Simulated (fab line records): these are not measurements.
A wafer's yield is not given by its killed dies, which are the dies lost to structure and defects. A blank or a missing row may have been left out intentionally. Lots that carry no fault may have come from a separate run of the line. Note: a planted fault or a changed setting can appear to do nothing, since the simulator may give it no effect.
Chamber matching + flow n5 finfet + N5_DUMMY_GATE_TRIM_49 on rie si-03 has 4 sister chambers
The step chemistry O2, time 29 s, target cd 14 nm. 8 wafers are shown with their chamber, then 10 later ones without.

== WAFERS, EACH WITH ITS CHAMBER ==
| wafer  | chamber | drypump motor current A (A) | throttle valve pct (%) |
|--------|---------|-----------------------------|------------------------|
| L077.5 | 1       | 6.0                         | 8.17                   |
| L078.4 | 1       | 6.0                         | 8.17                   |
| L079.4 | 3       | 5.4                         | 8.07                   |
| L079.6 | 2       | 6.7                         | 8.12                   |
| L085.3 | 2       | 6.7                         | 8.13                   |
| L085.6 | 0       | 5.5                         | 8.16                   |
| L091.3 | 0       | 5.4                         | 8.15                   |
| L091.4 | 3       | 5.4                         | 8.06                   |

== WAFERS WITH NO CHAMBER GIVEN ==
| wafer  | drypump motor current A (A) | throttle valve pct (%) |
|--------|-----------------------------|------------------------|
| L091.6 | 6.7                         | 8.13                   |
| L093.1 | 5.4                         | 8.06                   |
| L093.2 | 6.7                         | 8.12                   |
| L093.4 | 5.5                         | 8.14                   |
| L094.1 | 5.4                         | 8.16                   |
| L094.2 | 6.7                         | 8.13                   |
| L094.3 | 5.4                         | 8.08                   |
| L094.4 | 5.5                         | 8.15                   |
| L094.5 | 6.7                         | 8.13                   |
| L094.6 | 5.4                         | 8.07                   |

== WHICH CHAMBER EACH ONE RAN IN ==
| wafer  | from the rows above | in truth |
|--------|---------------------|----------|
| L091.6 | 2                   | 2        |
| L093.1 | 3                   | 3        |
| L093.2 | 2                   | 2        |
| L093.4 | 0                   | 0        |
| L094.1 | 0                   | 0        |
| L094.2 | 2                   | 2        |
| L094.3 | 3                   | 3        |
| L094.4 | 0                   | 0        |
| L094.5 | 2                   | 2        |
| L094.6 | 3                   | 3        |
Correct placement for 10 of the 10. Left unplaced by these rows: 0. 0 placed wrongly.
How it was worked out, from the rows above alone: a wafer's distance from a chamber is the root of the sum, over the readings, of the square of ((its reading less the chamber's mean) divided by the reading's scatter). If the next closest chamber is less than 2 further off than the closest, the wafer can't be placed; otherwise it belongs to the closest. For every chamber, the mean is computed from those of its wafers that are shown. The scatter: take each reading less its chamber's mean, square it, sum over the shown wafers, divide by the number of wafers less the number of chambers, and take the root.
